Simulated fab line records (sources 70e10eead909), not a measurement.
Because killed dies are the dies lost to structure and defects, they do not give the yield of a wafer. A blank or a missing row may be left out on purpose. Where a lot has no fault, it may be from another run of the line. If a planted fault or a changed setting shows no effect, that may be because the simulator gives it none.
Chamber matching | flow nand harc | rie diel-13 running NHARC_A_ZERO_WELL_DESCUM_12: 4 sister chambers
The step chemistry O2, time 3 s. 27 wafers are shown with their chamber, then 12 later ones without.

## EACH WAFER AND ITS CHAMBER
wafer  | chamber | showerhead plenum p Torr (Torr) | oes product au (a.u.) | rf vpp V (V)
L074.3 | 2       | 2.04                            | 1.003                 | 57.8
L074.5 | 2       | 2.04                            | 1.006                 | 57.3
L074.6 | 1       | 1.79                            | 0.999                 | 56.8
L078.2 | 2       | 2.04                            | 0.979                 | 58.9
L078.3 | 0       | 1.80                            | 1.021                 | 57.6
L078.4 | 1       | 1.79                            | 1.015                 | 56.6
L079.1 | 1       | 1.79                            | 1.020                 | 56.8
L079.3 | 3       | 1.80                            | 0.979                 | 56.9
L079.4 | 0       | 1.79                            | 1.025                 | 55.5
L080.2 | 3       | 1.80                            | 0.988                 | 58.4
L080.3 | 0       | 1.80                            | 1.026                 | 57.9
L080.4 | 1       | 1.79                            | 0.994                 | 57.7
L084.3 | 1       | 1.79                            | 0.988                 | 56.4
L084.4 | 2       | 2.04                            | 0.974                 | 58.3
L084.5 | 2       | 2.04                            | 0.979                 | 58.5
L087.1 | 0       | 1.79                            | 1.021                 | 56.7
L087.5 | 1       | 1.79                            | 0.997                 | 58.0
L087.6 | 0       | 1.79                            | 1.013                 | 58.2
L087.2 | 1       | 1.79                            | 0.998                 | 58.5
L087.3 | 2       | 2.04                            | 0.972                 | 58.8
L087.4 | 3       | 1.80                            | 0.994                 | 56.3
L088.1 | 1       | 1.79                            | 0.995                 | 58.5
L088.5 | 0       | 1.79                            | 1.021                 | 57.1
L088.6 | 3       | 1.80                            | 0.971                 | 57.7
L089.1 | 2       | 2.04                            | 0.965                 | 58.5
L089.3 | 1       | 1.79                            | 1.013                 | 56.2
L089.6 | 2       | 2.04                            | 0.953                 | 58.1

SIGNATURES, as means of the wafers listed above
reading                  | chamber 0 | chamber 1 | chamber 2 | chamber 3 | scatter within a chamber
showerhead plenum p Torr | 1.7933    | 1.7900    | 2.0400    | 1.8000    | 0.00241
oes product au           | 1.02117   | 1.00211   | 0.97887   | 0.98300   | 0.0126
rf vpp V                 | 57.167    | 57.278    | 58.275    | 57.325    | 0.83
Rule: for each reading, subtract the chamber's mean from the wafer's reading, divide by that reading's scatter and square the result; add these up over the readings and take the root, which gives the wafer's distance from the chamber. If the next closest chamber is less than 2 further off than the closest, the wafer can't be placed; otherwise it belongs to the closest. The scatter is the square root of a quotient: the sum, over the shown wafers, of each reading's squared deviation from its chamber's mean, divided by wafers minus chambers.

## WAFERS WITH NO CHAMBER GIVEN
wafer  | showerhead plenum p Torr (Torr) | oes product au (a.u.) | rf vpp V (V)
L090.2 | 1.79                            | 1.003                 | 57.8
L090.5 | 1.80                            | 0.987                 | 56.7
L090.6 | 2.04                            | 0.968                 | 59.0
L091.2 | 1.79                            | 1.016                 | 58.8
L091.3 | 1.79                            | 1.017                 | 56.2
L091.5 | 2.04                            | 0.970                 | 55.8
L092.2 | 1.79                            | 1.039                 | 56.8
L092.3 | 1.79                            | 1.008                 | 57.6
L092.5 | 2.04                            | 0.980                 | 58.2
L093.2 | 1.80                            | 1.001                 | 56.8
L093.4 | 2.04                            | 0.979                 | 58.4
L093.5 | 1.80                            | 1.000                 | 56.8

## THE CHAMBER EACH PASSED THROUGH
wafer  | from the rows above     | in truth
L090.2 | can't be placed: 1 or 0 | 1
L090.5 | 3                       | 3
L090.6 | 2                       | 2
L091.2 | can't be placed: 1 or 0 | 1
L091.3 | can't be placed: 1 or 0 | 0
L091.5 | 2                       | 2
L092.2 | can't be placed: 0 or 1 | 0
L092.3 | can't be placed: 1 or 0 | 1
L092.5 | 2                       | 2
L093.2 | can't be placed: 3 or 0 | 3
L093.4 | 2                       | 2
L093.5 | can't be placed: 3 or 0 | 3
Placed correctly: 5 of 12. Cannot be placed on the basis of these rows: 7; the candidates contain the true chamber in 7. Wrongly placed: 0.
